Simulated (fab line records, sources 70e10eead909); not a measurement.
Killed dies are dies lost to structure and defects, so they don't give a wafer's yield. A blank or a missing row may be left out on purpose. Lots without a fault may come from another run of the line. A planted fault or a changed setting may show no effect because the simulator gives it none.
Chamber matching | flow nand_harc | NHARC_A_CONTACT_DEP_85 on pecvd-03: 3 sister chambers
The step deposits SiON, target thk 50 nm. 6 wafers are shown with their chamber, then 7 later ones without.

WAFERS WITH THEIR CHAMBER
wafer  | chamber | heater_power_w (W)
L292.6 | 0       | 826
L288.4 | 1       | 734
L288.5 | 0       | 839
L288.6 | 2       | 772
L307.1 | 1       | 638
L307.3 | 2       | 714

WAFERS WITHOUT THEIR CHAMBER
wafer  | heater_power_w (W)
L307.4 | 738
L308.1 | 774
L308.3 | 656
L308.4 | 749
L309.2 | 761
L309.4 | 834
L309.6 | 625

WHICH CHAMBER EACH WENT THROUGH
wafer  | from the rows above          | in truth
L307.4 | can't be placed: 2 or 1 or 0 | 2
L308.1 | can't be placed: 2 or 0 or 1 | 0
L308.3 | can't be placed: 1 or 2      | 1
L308.4 | can't be placed: 2 or 1 or 0 | 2
L309.2 | can't be placed: 2 or 0 or 1 | 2
L309.4 | can't be placed: 0 or 2      | 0
L309.6 | can't be placed: 1 or 2      | 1
Placed correctly: 0 of 7. Can't be placed from these rows: 7 (the true chamber is among the candidates in 7). Placed wrongly: 0.
How it was worked out, from the rows above alone: a wafer's distance from a chamber is the root of the sum, over the readings, of the square of ((its reading less the chamber's mean) divided by the reading's scatter). The wafer belongs to the nearest chamber; if the next one is less than 2 further off, it can't be placed. A chamber's mean is the mean of its shown wafers. The scatter: the root of (the sum of the squares of (reading less its chamber's mean) over the shown wafers, divided by (wafers less chambers)).
